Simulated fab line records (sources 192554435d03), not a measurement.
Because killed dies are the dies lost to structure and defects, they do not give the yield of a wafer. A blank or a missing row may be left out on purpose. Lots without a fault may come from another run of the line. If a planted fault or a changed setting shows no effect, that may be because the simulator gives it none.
fab line records -- flow n5Finfet
record: lots: 7, wafers: 20, lastDay: 17
route steps=1938 shown FIN_CUT@156 BEOL_M4@1111 PASSIVATION@1936
lots with no fault: from the same line, run without faults
startH: start of the lot's first displayed wafer, in hours after the record's first day -- waitH: hours from the lot's prior step to this one -- " as in the row above -- L1.1+2: a row that stands for several wafers -- - either no value or no given start -- * or withheld: withheld -- < > ~ a bound
route shown NAME@n: a module of which the file shows steps, and the number in the route of the first -- usual: mean/standard deviation taken from wafers without a fault -- same: alike in all rows -- chamber/n: place in a boat -- sites: readings site by site -- _std_site: their standard deviation -- _edge_site: the outer-site mean with the inner-site mean subtracted -- radiusMm: for every site, how far away it sits from the centre of the wafer -- mask NAME#n: copy n -- behind: the last tool/chamber to shape the wafer -- hold: what put the lot on hold/how long, in hours/how the hold closed -- device: names the non-switching transistor (n, p or np) -- end of line: at the end of the route, the tests of the same wafers -- a step given without rows: its recipe and nothing more -- killed: the dies lost at the first sort to structure and to defects; this is not the yield of the wafer -- map: the dies of a wafer, with x for killed, . for not killed, _ for no die there
set.NAME: the setting as run; set.NAME@STEP: as run at that earlier step -- model.NAME: the simulator's own value behind a step, which no gauge read
lots at selected steps of the route; one table per step, one row per wafer
services: from which hour (startH, from the record's first day; less than 0 if before it) a tool's chamber was out of use, for how many hours, and why
== steps ==
step: N5_FIN_CUT_COAT_29
recipe: resist: underlayer, tempC: 205, timeS: 60, spinRpm: 1500, resistThkNm: 10
step: N5_FIN_CUT_COAT_02
recipe: resist: CAR-EUV, spinRpm: 1500, resistThkNm: 30
step: N5_FIN_CUT_EBR_04
recipe: solvent: PGMEA, ebrWidthMm: 1.5
step: N5_FIN_CUT_SOFTBAKE_03
recipe: tempC: 110, timeS: 60, resist: CAR-EUV
step: N5_FIN_CUT_EXPOSE_05
recipe: maskId: FIN_CUT, na: 0.33, sourceShape: annular, sigmaInner: 0.35, sigmaOuter: 0.8, polarization: unpolarized, doseMj: 45.75
step: N5_FIN_CUT_PEB_06
recipe: pebTempC: 100, pebTimeS: 60, resist: CAR-EUV
step: N5_FIN_CUT_DEVELOP_07
recipe: developTimeS: 30, developer: TMAH, resist: CAR-EUV, rinseLiquid: surfactantRinse, dry: airSpin, devTempC: 23
step: N5_FIN_CUT_CD_MEAS_08
recipe: targetCdNm: 29.1, landingEnergyEv: 500, detector: seInlens, polarity: opening
usual: cdNm: 28.98/0.26
lot.wafer,tool,chamber,startH,waitH,cdNm
L856.2,cdSem-01,0,33.17,-,29.12
L856.4,cdSem-01,0,33.17,-,29.05
L856.6,cdSem-01,0,33.17,-,28.98
L857.2,cdSem-01,0,38.84,-,28.75
L857.3,cdSem-01,0,38.84,-,28.86
L857.5,cdSem-01,0,38.84,-,28.88
L869.1,cdSem-03,0,114.75,-,28.93
L869.2,cdSem-03,0,114.75,-,29.37
L869.3,cdSem-03,0,114.75,-,29.07
L871.1,cdSem-03,0,124.99,-,29.08
L871.2,cdSem-03,0,124.99,-,28.97
L871.4,cdSem-03,0,124.99,-,28.86
L872.3,cdSem-03,0,129.66,-,29.06
L872.5,cdSem-03,0,129.66,-,29.83
L874.2,cdSem-03,0,142.00,-,28.93
L874.5,cdSem-03,0,142.00,-,28.71
L874.6,cdSem-03,0,142.00,-,28.67
L877.1,cdSem-01,0,159.20,-,28.80
L877.2,cdSem-01,0,159.20,-,28.81
L877.4,cdSem-01,0,159.20,-,29.38
step: N5_FIN_CUT_OVL_MEAS_09
recipe: pointsPerWafer: 522
usual: FIN_CUT_OVL: -0.4/0.63
lot.wafer,tool,chamber,startH,waitH,FIN_CUT_OVL[nm]
L856.2,overlay-02,0,33.20,0.0,-0.5
L856.4,overlay-02,0,33.20,0.0,0.3
L856.6,overlay-02,0,33.20,0.0,0.1
L857.2,overlay-01,0,38.88,0.0,-0.8
L857.3,overlay-01,0,38.88,0.0,-0.4
L857.5,overlay-01,0,38.88,0.0,0.3
L869.1,overlay-01,0,114.78,0.0,-0.5
L869.2,overlay-01,0,114.78,0.0,-1.0
L869.3,overlay-01,0,114.78,0.0,-0.6
L871.1,overlay-02,0,125.02,0.0,0.7
L871.2,overlay-02,0,125.02,0.0,0.1
L871.4,overlay-02,0,125.02,0.0,0.0
L872.3,overlay-02,0,129.70,0.0,-1.6
L872.5,overlay-02,0,129.70,0.0,-1.4
L874.2,overlay-02,0,142.04,0.0,-1.8
L874.5,overlay-02,0,142.04,0.0,-1.3
L874.6,overlay-02,0,142.04,0.0,-1.2
L877.1,overlay-02,0,159.23,0.0,-0.6
L877.2,overlay-02,0,159.23,0.0,-0.6
L877.4,overlay-02,0,159.23,0.0,-0.8
step: N5_FIN_CUT_INSPECT_10
recipe: mode: adi, inspectInstrument: brightfield
usual: rawDefectCount: 42/12
lot.wafer,tool,chamber,startH,waitH,rawDefectCount
L856.2,defectInspect-01,-,33.26,0.0,36
L856.4,defectInspect-01,-,33.26,0.0,35
L856.6,defectInspect-01,-,33.26,0.0,47
L857.2,defectInspect-01,-,38.93,0.0,49
L857.3,defectInspect-01,-,38.93,0.0,36
L857.5,defectInspect-01,-,38.93,0.0,45
L869.1,defectInspect-02,-,114.84,0.1,48
L869.2,defectInspect-02,-,114.84,0.1,69
L869.3,defectInspect-02,-,114.84,0.1,51
L871.1,defectInspect-02,-,125.07,0.1,53
L871.2,defectInspect-02,-,125.07,0.1,56
L871.4,defectInspect-02,-,125.07,0.1,46
L872.3,defectInspect-02,-,129.75,0.0,35
L872.5,defectInspect-02,-,129.75,0.0,42
L874.2,defectInspect-02,-,142.09,0.0,47
L874.5,defectInspect-02,-,142.09,0.0,63
L874.6,defectInspect-02,-,142.09,0.0,64
L877.1,defectInspect-01,-,159.29,0.1,45
L877.2,defectInspect-01,-,159.29,0.1,50
L877.4,defectInspect-01,-,159.29,0.1,34
step: N5_FIN_CUT_DESCUM_13
recipe: chemistry: O2, timeS: 7, sourcePowerW: 50, biasPowerW: 20, pressureMtorr: 20, rfFrequencyHz: 2.712e+07, tempC: 40, resist: CAR-EUV, o2FlowSccm: 225
usual: drypumpMotorCurrentA: 5.6/0.42, o2FlowSccm: 225.0/0.72, oesProductAu: 0.79/0.097, rfVppV: 242.9/1.1, showerheadPlenumPTorr: 2.08/0.051, throttleValvePct: 20.50/0.22
lot.wafer,tool,chamber,startH,waitH,drypumpMotorCurrentA,o2FlowSccm,oesProductAu,rfHoursCounterH,rfVppV,showerheadPlenumPTorr,throttleValvePct
L856.2,rieDiel-04,2,33.29,0.0,5.7,226.4,0.72,186,242.3,2.01,20.90
L856.4,rieDiel-04,0,33.29,0.0,5.9,224.6,0.75,-,244.5,2.11,20.71
L856.6,rieDiel-04,2,33.29,0.0,5.7,225.0,0.72,-,241.6,2.01,20.89
L857.2,rieDiel-03,2,39.03,0.1,5.3,224.9,0.69,211,242.5,2.08,20.48
L857.3,rieDiel-03,1,39.03,0.1,5.4,224.0,0.71,234,240.6,1.99,20.82
L857.5,rieDiel-03,2,39.03,0.1,5.3,226.3,0.69,-,241.9,2.08,20.47
L869.1,rieDiel-04,0,114.87,0.0,5.9,226.1,0.72,164,244.2,2.10,20.73
L869.2,rieDiel-04,2,114.87,0.0,5.7,225.8,0.71,210,240.7,2.00,20.94
L869.3,rieDiel-04,1,114.87,0.0,5.3,225.8,0.73,183,243.6,2.08,20.34
L871.1,rieDiel-04,0,125.11,0.0,5.9,225.0,0.73,168,243.3,2.10,20.74
L871.2,rieDiel-04,1,125.11,0.0,5.3,225.1,0.73,186,242.9,2.08,20.33
L871.4,rieDiel-04,3,125.11,0.0,5.2,224.9,0.88,25,242.2,2.07,20.50
L872.3,rieDiel-04,2,129.78,0.0,5.7,225.0,0.71,215,240.4,2.00,20.94
L872.5,rieDiel-04,0,129.78,0.0,5.9,223.9,0.73,-,243.4,2.10,20.73
L874.2,rieDiel-03,3,142.12,0.0,6.4,225.4,0.92,35,244.3,2.15,20.63
L874.5,rieDiel-03,1,142.12,0.0,5.4,224.9,0.94,-,244.4,2.24,20.48
L874.6,rieDiel-03,3,142.12,0.0,6.4,225.0,0.92,-,244.2,2.15,20.62
L877.1,rieDiel-06,3,159.33,0.0,6.2,223.4,0.91,28,243.7,2.12,20.22
L877.2,rieDiel-06,1,159.33,0.0,5.7,225.2,0.76,166,242.7,2.08,20.59
L877.4,rieDiel-06,0,159.33,0.0,5.2,223.9,0.84,63,241.3,2.02,20.15
step: N5_FIN_CUT_ETCH_30
recipe: chemistry: N2/H2, target: underlayer, targetDepthA: 130, maskMaterial: CAR-EUV, timeS: 10.4, ionEnergyEv: 200, pressureMtorr: 30, sourceW: 840, biasW: 150, n2FlowSccm: 200, h2FlowSccm: 200, ends: cleared
usual: drypumpMotorCurrentA: 5.6/0.42, etchRfOnTimeS: 10.5/0.36, oesProductAu: 0.67/0.08, rfVppV: 523.4/1.9, showerheadPlenumPTorr: 2.53/0.067, throttleValvePct: 17.99/0.27
lot.wafer,tool,chamber,startH,waitH,drypumpMotorCurrentA,etchRfOnTimeS,oesProductAu,rfHoursCounterH,rfVppV,showerheadPlenumPTorr,throttleValvePct
L856.2,rieDiel-04,2,33.32,0.0,5.7,10.0,0.63,186,521.2,2.44,18.45
L856.4,rieDiel-04,0,33.32,0.0,5.9,10.5,0.65,-,523.7,2.57,18.19
L856.6,rieDiel-04,2,33.32,0.0,5.7,10.0,0.63,-,519.5,2.44,18.43
L857.2,rieDiel-03,2,39.06,0.0,5.3,10.4,0.60,211,523.8,2.54,17.93
L857.3,rieDiel-03,1,39.06,0.0,5.4,10.7,0.60,234,519.9,2.39,18.18
L857.5,rieDiel-03,2,39.06,0.0,5.3,10.4,0.59,-,524.3,2.54,17.92
L869.1,rieDiel-04,0,114.91,0.0,5.9,10.4,0.63,164,524.5,2.56,18.21
L869.2,rieDiel-04,2,114.91,0.0,5.7,9.8,0.61,210,519.9,2.43,18.46
L869.3,rieDiel-04,1,114.91,0.0,5.2,10.1,0.64,183,524.5,2.52,17.76
L871.1,rieDiel-04,0,125.14,0.0,5.9,10.5,0.63,168,525.1,2.55,18.23
L871.2,rieDiel-04,1,125.14,0.0,5.2,10.1,0.63,186,524.5,2.52,17.75
L871.4,rieDiel-04,3,125.14,0.0,5.2,10.8,0.75,25,522.2,2.49,17.81
L872.3,rieDiel-04,2,129.82,0.0,5.7,9.9,0.61,215,519.5,2.43,18.48
L872.5,rieDiel-04,0,129.82,0.0,5.9,10.4,0.63,-,523.3,2.55,18.22
L874.2,rieDiel-03,3,142.16,0.0,6.5,10.0,0.78,35,524.8,2.63,18.38
L874.5,rieDiel-03,1,142.16,0.0,5.4,10.7,0.79,-,527.9,2.70,17.79
L874.6,rieDiel-03,3,142.16,0.0,6.4,10.0,0.80,-,524.0,2.63,18.38
L877.1,rieDiel-06,3,159.36,0.0,6.2,10.3,0.77,28,524.5,2.60,17.79
L877.2,rieDiel-06,1,159.36,0.0,5.7,10.4,0.64,166,522.6,2.54,18.05
L877.4,rieDiel-06,0,159.36,0.0,5.2,10.9,0.70,63,522.2,2.45,17.53
step: N5_FIN_CUT_ETCH_20
recipe: chemistry: CF4, target: SiARC, targetDepthA: 260, maskMaterial: CAR-EUV, timeS: 43.3, ionEnergyEv: 80, pressureMtorr: 40, sourceW: 545, biasW: 36, Ar_flow_sccm: 100, cf4FlowSccm: 100, ends: cleared
usual: cf4FlowSccm: 100.0/0.34, drypumpMotorCurrentA: 5.6/0.43, etchRfOnTimeS: 43.6/1.6, oesProductAu: 0.67/0.079, rfVppV: 183.9/1.1, showerheadPlenumPTorr: 2.13/0.05, throttleValvePct: 15.68/0.18
lot.wafer,tool,chamber,startH,waitH,cf4FlowSccm,drypumpMotorCurrentA,etchRfOnTimeS,oesProductAu,rfHoursCounterH,rfVppV,showerheadPlenumPTorr,throttleValvePct
L856.2,rieDiel-04,2,33.34,0.0,100.0,5.7,42.1,0.63,186,182.6,2.05,15.94
L856.4,rieDiel-04,0,33.34,0.0,100.5,5.9,44.0,0.65,-,183.9,2.14,15.76
L856.6,rieDiel-04,2,33.34,0.0,100.3,5.7,42.0,0.63,-,182.8,2.05,15.92
L857.2,rieDiel-03,2,39.08,0.0,100.2,5.3,43.1,0.59,211,184.3,2.13,15.63
L857.3,rieDiel-03,1,39.08,0.0,100.1,5.4,44.9,0.60,234,182.9,2.03,15.96
L857.5,rieDiel-03,2,39.08,0.0,100.5,5.3,43.2,0.60,-,183.7,2.13,15.63
L869.1,rieDiel-04,0,114.93,0.0,100.0,5.9,50.2,0.58,164,184.1,2.13,15.82
L869.2,rieDiel-04,2,114.93,0.0,100.1,5.7,40.6,0.62,210,180.7,2.04,15.99
L869.3,rieDiel-04,1,114.93,0.0,100.5,5.3,42.2,0.63,183,183.9,2.13,15.57
L871.1,rieDiel-04,0,125.16,0.0,100.1,5.9,50.3,0.58,168,183.1,2.13,15.84
L871.2,rieDiel-04,1,125.16,0.0,100.5,5.2,42.0,0.63,186,184.2,2.12,15.58
L871.4,rieDiel-04,3,125.16,0.0,99.7,5.2,44.3,0.76,25,181.8,2.10,15.47
L872.3,rieDiel-04,2,129.84,0.0,100.4,5.7,41.1,0.62,215,183.2,2.04,15.99
L872.5,rieDiel-04,0,129.84,0.0,100.2,5.9,50.0,0.58,-,183.9,2.13,15.83
L874.2,rieDiel-03,3,142.18,0.0,99.8,6.3,41.9,0.78,35,185.4,2.18,15.67
L874.5,rieDiel-03,1,142.18,0.0,99.9,5.4,45.8,0.78,-,186.1,2.27,15.55
L874.6,rieDiel-03,3,142.18,0.0,100.3,6.3,41.8,0.79,-,183.6,2.18,15.66
L877.1,rieDiel-06,3,159.38,0.0,99.7,6.2,43.3,0.75,28,185.9,2.19,15.42
L877.2,rieDiel-06,1,159.38,0.0,100.6,5.7,43.9,0.63,166,182.8,2.13,15.79
L877.4,rieDiel-06,0,159.38,0.0,99.7,5.2,46.2,0.69,63,182.6,2.09,15.47
step: N5_FIN_CUT_ETCH_21
recipe: chemistry: N2/H2, target: SOC, targetDepthA: 2190, overetchA: 438, maskMaterial: SiARC, tempC: 40, ionEnergyEv: 100, biasW: 61, timeS: 523.5, pressureMtorr: 30, sourceW: 850, n2FlowSccm: 200, h2FlowSccm: 200
usual: drypumpMotorCurrentA: 5.6/0.43, oesProductAu: 0.73/0.084, rfVppV: 240.4/1.2, showerheadPlenumPTorr: 2.53/0.067, throttleValvePct: 17.94/0.27
lot.wafer,tool,chamber,startH,waitH,drypumpMotorCurrentA,oesProductAu,rfHoursCounterH,rfVppV,showerheadPlenumPTorr,throttleValvePct
L856.2,rieDiel-04,2,33.38,0.0,5.7,0.67,187,237.8,2.44,18.38
L856.4,rieDiel-04,0,33.38,0.0,5.9,0.69,-,240.7,2.57,18.14
L856.6,rieDiel-04,2,33.38,0.0,5.7,0.67,-,237.8,2.44,18.38
L857.2,rieDiel-03,2,39.12,0.0,5.3,0.64,211,239.5,2.54,17.88
L857.3,rieDiel-03,1,39.12,0.0,5.4,0.65,234,238.3,2.39,18.13
L857.5,rieDiel-03,2,39.12,0.0,5.3,0.64,-,239.2,2.54,17.87
L869.1,rieDiel-04,0,114.96,0.0,5.9,0.68,164,242.1,2.56,18.18
L869.2,rieDiel-04,2,114.96,0.0,5.7,0.65,210,238.9,2.43,18.41
L869.3,rieDiel-04,1,114.96,0.0,5.2,0.67,183,240.0,2.52,17.70
L871.1,rieDiel-04,0,125.20,0.0,5.9,0.68,168,241.1,2.55,18.20
L871.2,rieDiel-04,1,125.20,0.0,5.3,0.67,186,240.4,2.52,17.72
L871.4,rieDiel-04,3,125.20,0.0,5.2,0.83,25,239.7,2.49,17.77
L872.3,rieDiel-04,2,129.87,0.0,5.7,0.64,215,237.8,2.43,18.42
L872.5,rieDiel-04,0,129.87,0.0,5.9,0.69,-,241.4,2.55,18.18
L874.2,rieDiel-03,3,142.22,0.0,6.4,0.83,35,241.7,2.63,18.31
L874.5,rieDiel-03,1,142.22,0.0,5.4,0.86,-,241.6,2.70,17.75
L874.6,rieDiel-03,3,142.22,0.0,6.4,0.82,-,241.8,2.63,18.33
L877.1,rieDiel-06,3,159.42,0.0,6.2,0.82,28,241.7,2.60,17.74
L877.2,rieDiel-06,1,159.42,0.0,5.7,0.69,166,240.5,2.54,18.03
L877.4,rieDiel-06,0,159.42,0.0,5.2,0.78,63,238.8,2.45,17.47
step: N5_BEOL_M4_RC_MEAS_101
usual: DIBL_N: 36.0/2.5, DIBL_P: 36.2/3, IOFF_N: 0.16/0.044, IOFF_P: 0.21/0.049, ION_N: 671/15, ION_P: 461/8.7, SS_N: 71.5/0.72, SS_P: 73.4/0.9, VT_N: 251/4.4, VT_P: -250/4
lot.wafer,tool,chamber,startH,waitH,DIBL_N[mV/V],DIBL_P[mV/V],IOFF_N[nA/um],IOFF_P[nA/um],ION_N[uA/um],ION_P[uA/um],SS_N[mV/dec],SS_P[mV/dec],VT_N[mV],VT_P[mV]
L856.2,prober-02,0,189.40,0.8,29.5,30.2,0.08,0.13,638,444,70.2,71.6,261,-259
L856.4,prober-02,0,189.40,0.8,31.8,32.8,0.10,0.14,651,447,71.0,72.9,258,-258
L856.6,prober-02,0,189.40,0.8,34.0,36.0,0.12,0.18,647,447,71.3,73.2,257,-257
L857.2,prober-01,0,190.01,0.9,40.4,40.7,0.26,0.32,694,474,73.0,75.0,243,-246
L857.3,prober-01,0,190.01,0.9,35.1,33.9,0.15,0.18,668,455,71.6,73.3,249,-250
L857.5,prober-01,0,190.01,0.9,36.7,36.1,0.18,0.23,676,466,72.2,73.5,249,-245
L871.1,prober-02,0,271.01,0.0,37.8,37.9,0.20,0.22,691,461,71.4,74.0,245,-252
L871.2,prober-02,0,271.01,0.0,38.9,40.4,0.23,0.28,701,476,72.3,73.8,245,-246
L871.4,prober-02,0,271.01,0.0,35.1,34.5,0.15,0.18,678,458,71.1,72.5,249,-253
L869.1,prober-01,0,276.68,0.0,34.6,35.0,0.12,0.17,659,452,70.8,72.6,257,-250
L869.2,prober-01,0,276.68,0.0,37.9,39.9,0.19,0.25,694,472,71.8,74.0,245,-248
L869.3,prober-01,0,276.68,0.0,37.0,38.0,0.18,0.21,679,460,71.5,74.1,246,-252
L874.2,prober-01,0,286.90,0.6,33.0,32.5,0.11,0.17,652,453,70.0,71.8,252,-254
L874.5,prober-01,0,286.90,0.6,33.3,33.4,0.11,0.17,665,464,71.3,71.8,255,-254
L874.6,prober-01,0,286.90,0.6,36.1,34.9,0.15,0.19,668,453,72.4,72.9,252,-252
L872.3,prober-02,0,301.99,0.3,41.1,42.8,0.24,0.33,691,469,72.4,75.3,242,-244
L872.5,prober-02,0,301.99,0.3,38.0,38.4,0.17,0.22,679,456,71.8,74.9,250,-254
L877.1,prober-01,0,308.34,0.0,39.0,39.1,0.20,0.29,666,460,72.7,74.2,248,-248
L877.2,prober-01,0,308.34,0.0,35.8,35.5,0.15,0.20,658,457,71.9,72.7,252,-250
L877.4,prober-01,0,308.34,0.0,35.1,34.9,0.14,0.19,684,470,70.8,73.6,250,-250
step: N5_PASSIVATION_PROBE_49
usual: defectLimitedYield: 91.7/1.4, killed_at_M0_to_M3: 31/11, killed_at_M4_up: 13/4.6, killedAtContacts: 13/6.7, killedAtFrontEnd: 39/9.6, killedAtOther: 3.5/2.8, killedDies: 98/16, killedOpen: 64/11, killedShort: 33/8.5, sort_bin_4_leakage: 0.00/0.032, sort_bin_5_function: 4.9/0.96, sort_bin_6_memory: 3.1/0.59, sort_bin_8_speed: 0.2/1.3, sortNPass: 1080/23, sortYieldPct: 91.5/1.9
same: grossDies: 1180, killedAtBackSide: 0
lot.wafer,tool,chamber,startH,waitH,defectLimitedYield[%],killed_at_M0_to_M3,killed_at_M4_up,killedAtContacts,killedAtFrontEnd,killedAtOther,killedDies,killedOpen,killedShort,sort_bin_4_leakage[%],sort_bin_5_function[%],sort_bin_6_memory[%],sort_bin_8_speed[%],sortNPass,sortYieldPct[%]
L856.2,prober-01,-,301.91,0.2,90.3,31,17,9,55,3,115,74,37,0,4.7,4.7,2.5,1035,87.7
L856.4,prober-01,-,302.01,0.3,92.5,14,11,1,58,5,89,63,26,0,4.1,3.4,0,1091,92.5
L856.6,prober-01,-,302.11,0.4,93.5,18,13,13,32,1,77,50,27,0,3.7,2.5,0,1103,93.5
L871.1,prober-02,-,377.50,0.0,91.3,48,5,8,41,1,103,60,42,0,4.7,3.3,0.1,1077,91.3
L869.1,prober-01,-,377.94,0.0,91.9,31,13,15,33,4,96,65,31,0,4.4,3.4,0,1084,91.9
L869.2,prober-01,-,377.99,0.1,89.9,49,14,26,27,3,119,79,40,0,5.7,3.8,0,1061,89.9
L874.2,prober-02,-,393.09,0.1,91.3,41,8,14,34,6,103,64,38,0,5.3,3.1,0,1077,91.3
L874.5,prober-02,-,393.24,0.2,92.0,26,12,16,36,4,94,58,35,0,5.1,2.6,0,1086,92.0
L874.6,prober-02,-,393.29,0.3,92.0,20,13,21,35,5,94,60,32,0,4.2,3.2,0,1086,92.0
killed by level:class
L856.2 STI_FIN_REVEAL:geometricParticle:open=21 BEOL_M0_SAQP:geometricParticle:short=8 BEOL_M1:geometricParticle:open=8 MOL_CONTACT_COAG:geometricParticle:open=7 BEOL_M3:geometricParticle:open=7 BEOL_M4:geometricParticle:open=7 FIN_SAQP:geometricParticle:open=6 FIN_SAQP:geometricParticle:short=6
L856.4 STI_FIN_REVEAL:geometricParticle:open=28 FIN_SAQP:geometricParticle:open=10 STI_FIN_REVEAL:geometricParticle:short=8 BEOL_M1:geometricParticle:open=6 BEOL_M4:geometricParticle:open=5 DUMMY_GATE:geometricParticle:open=4 GATE_CUT:geometricParticle:short=4 BEOL_M1:geometricParticle:short=2
L856.6 MOL_CONTACT_COAG:geometricParticle:open=12 STI_FIN_REVEAL:geometricParticle:open=9 STI_FIN_REVEAL:geometricParticle:short=8 FIN_SAQP:geometricParticle:short=4 ILD0:geometricParticle:open=4 BEOL_M1:geometricParticle:open=4 BEOL_M3:geometricParticle:open=4 BEOL_M4:geometricParticle:open=4
L871.1 BEOL_M0_SAQP:geometricParticle:short=12 BEOL_M1:geometricParticle:open=10 BEOL_M2:geometricParticle:open=9 MOL_CONTACT_COAG:geometricParticle:open=8 BEOL_M0_SAQP:geometricParticle:open=8 GATE_CUT:geometricParticle:short=7 STI_FIN_REVEAL:geometricParticle:open=5 STARTING-WAFER:geometricParticle:short=5
L869.1 BEOL_M2:geometricParticle:open=16 MOL_CONTACT_COAG:geometricParticle:open=14 FIN_SAQP:geometricParticle:open=7 FIN_SAQP:geometricParticle:short=6 DUMMY_GATE:geometricParticle:open=6 BEOL_M4:geometricParticle:open=6 GATE_CUT:geometricParticle:short=5 BEOL_M0_SAQP:geometricParticle:short=5
L869.2 MOL_CONTACT_COAG:geometricParticle:open=23 BEOL_M2:geometricParticle:open=16 BEOL_M0_SAQP:geometricParticle:short=13 BEOL_M0_SAQP:geometricParticle:open=10 FIN_SAQP:geometricParticle:short=7 FIN_SAQP:geometricParticle:open=6 DUMMY_GATE:geometricParticle:open=6 BEOL_M2:geometricParticle:short=5
L874.2 BEOL_M0_SAQP:geometricParticle:short=14 MOL_CONTACT_COAG:geometricParticle:open=10 BEOL_M0_SAQP:geometricParticle:open=7 DUMMY_GATE:geometricParticle:open=6 BEOL_M1:geometricParticle:open=6 BEOL_M3:geometricParticle:open=5 STI_FIN_REVEAL:geometricParticle:open=4 GATE_CUT:geometricParticle:short=4
L874.5 MOL_CONTACT_COAG:geometricParticle:open=14 STI_FIN_REVEAL:geometricParticle:open=8 FIN_SAQP:geometricParticle:short=7 BEOL_M0_SAQP:geometricParticle:short=7 BEOL_M0:geometricParticle:open=6 BEOL_M0_SAQP:geometricParticle:open=5 ILD0:geometricParticle:short=3 ILD0:geometricParticle:open=3
L874.6 MOL_CONTACT_COAG:geometricParticle:open=13 STI_FIN_REVEAL:geometricParticle:open=10 MOL_CONTACT_COAG:geometricParticle:short=8 GATE_CUT:geometricParticle:short=7 BEOL_M0_SAQP:geometricParticle:open=5 FIN_SAQP:geometricParticle:open=4 BEOL_M3:geometricParticle:open=4 BEOL_M4:geometricParticle:open=4
== services ==
tool,chamber,startH,hours,kind
rieDiel-03,3,11.39,-,clean
rieDiel-03,3,11.39,-,consumableReplace:focusRing
rieDiel-03,3,11.39,13.9,scheduledDown
rieDiel-03,3,11.39,13.9,ventCycle
rieDiel-04,3,15.15,-,clean
rieDiel-04,3,15.15,-,consumableReplace:focusRing
rieDiel-04,3,15.15,18.2,scheduledDown
rieDiel-04,3,15.15,18.2,ventCycle
rieDiel-06,3,26.09,-,clean
rieDiel-06,3,26.09,-,consumableReplace:focusRing
rieDiel-06,3,26.09,14.9,scheduledDown
rieDiel-06,3,26.09,14.9,ventCycle
rieDiel-06,-,86.87,0.4,repair
rieDiel-03,1,94.69,-,clean
rieDiel-03,1,94.69,-,consumableReplace:focusRing
rieDiel-03,1,94.69,-,consumableReplace:showerhead
rieDiel-03,1,94.69,23.9,scheduledDown
rieDiel-03,1,94.69,23.9,ventCycle
rieDiel-06,3,133.56,10.2,repair
rieDiel-03,1,146.18,2.5,repair
rieDiel-03,-,159.37,0.7,repair
== key ==
firstSign: step: N5_FIN_CUT_ETCH_20, reading: etchRfOnTimeS, direction: up, sigmas: 4.2, usual: *, struck: *
effect none on later readings
metAt N5_FIN_CUT_ETCH_20
struckWafers L869.1,L871.1,L872.5
onsetBetween 33.34 114.93
fault: kind: processParameterDrift, tool: rieDiel-04, chamber: -, onsetH: 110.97, steps: N5_FIN_CUT_ETCH_20, channel: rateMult, offset: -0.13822, shape: step, endH: 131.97, scope: struckWafersOnly
